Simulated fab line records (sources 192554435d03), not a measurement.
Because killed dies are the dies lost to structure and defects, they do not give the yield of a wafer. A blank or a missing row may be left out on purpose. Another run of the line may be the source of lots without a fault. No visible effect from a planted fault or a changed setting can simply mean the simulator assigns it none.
Chamber matching :: flow n5 finfet :: N5_GATE_CUT_STRIP_59 on rie diel-06 has 4 sister chambers
The step strips in N2/H2, time 20 s. 7 wafers are shown with their chamber, then 7 later ones without.

== WAFERS PAIRED WITH THEIR CHAMBERS ==
wafer: L081.2
chamber: 1
showerhead plenum p Torr (Torr): 3.60
throttle valve pct (%): 12.08

wafer: L081.6
chamber: 0
showerhead plenum p Torr (Torr): 3.25
throttle valve pct (%): 11.97

wafer: L085.5
chamber: 0
showerhead plenum p Torr (Torr): 3.24
throttle valve pct (%): 11.99

wafer: L086.4
chamber: 3
showerhead plenum p Torr (Torr): 3.14
throttle valve pct (%): 12.03

wafer: L086.6
chamber: 2
showerhead plenum p Torr (Torr): 3.30
throttle valve pct (%): 12.71

wafer: L088.1
chamber: 3
showerhead plenum p Torr (Torr): 3.14
throttle valve pct (%): 12.04

wafer: L088.2
chamber: 2
showerhead plenum p Torr (Torr): 3.30
throttle valve pct (%): 12.70

== WAFERS MISSING THEIR CHAMBER ==
wafer: L088.3
showerhead plenum p Torr (Torr): 3.59
throttle valve pct (%): 12.09

wafer: L091.3
showerhead plenum p Torr (Torr): 3.13
throttle valve pct (%): 12.05

wafer: L091.4
showerhead plenum p Torr (Torr): 3.29
throttle valve pct (%): 12.72

wafer: L091.6
showerhead plenum p Torr (Torr): 3.59
throttle valve pct (%): 12.10

wafer: L097.2
showerhead plenum p Torr (Torr): 3.23
throttle valve pct (%): 12.06

wafer: L097.4
showerhead plenum p Torr (Torr): 3.23
throttle valve pct (%): 12.07

wafer: L097.5
showerhead plenum p Torr (Torr): 3.13
throttle valve pct (%): 12.08

== EACH ONE'S CHAMBER ==
wafer: L088.3
from the rows above: 1
in truth: 1

wafer: L091.3
from the rows above: 3
in truth: 3

wafer: L091.4
from the rows above: 2
in truth: 2

wafer: L091.6
from the rows above: 1
in truth: 1

wafer: L097.2
from the rows above: 0
in truth: 0

wafer: L097.4
from the rows above: 0
in truth: 0

wafer: L097.5
from the rows above: 3
in truth: 3
Correct placement for 7 of the 7. Left unplaced by these rows: 0. Placed wrongly: 0.
How it was worked out, from the rows above alone: a wafer's distance from a chamber is the root of the sum, over the readings, of the square of ((its reading less the chamber's mean) divided by the reading's scatter). If the next closest chamber is less than 2 further off than the closest, the wafer can't be placed; otherwise it belongs to the closest. Each chamber's mean is taken over the wafers shown for it. The scatter: take each reading less its chamber's mean, square it, sum over the shown wafers, divide by the number of wafers less the number of chambers, and take the root.
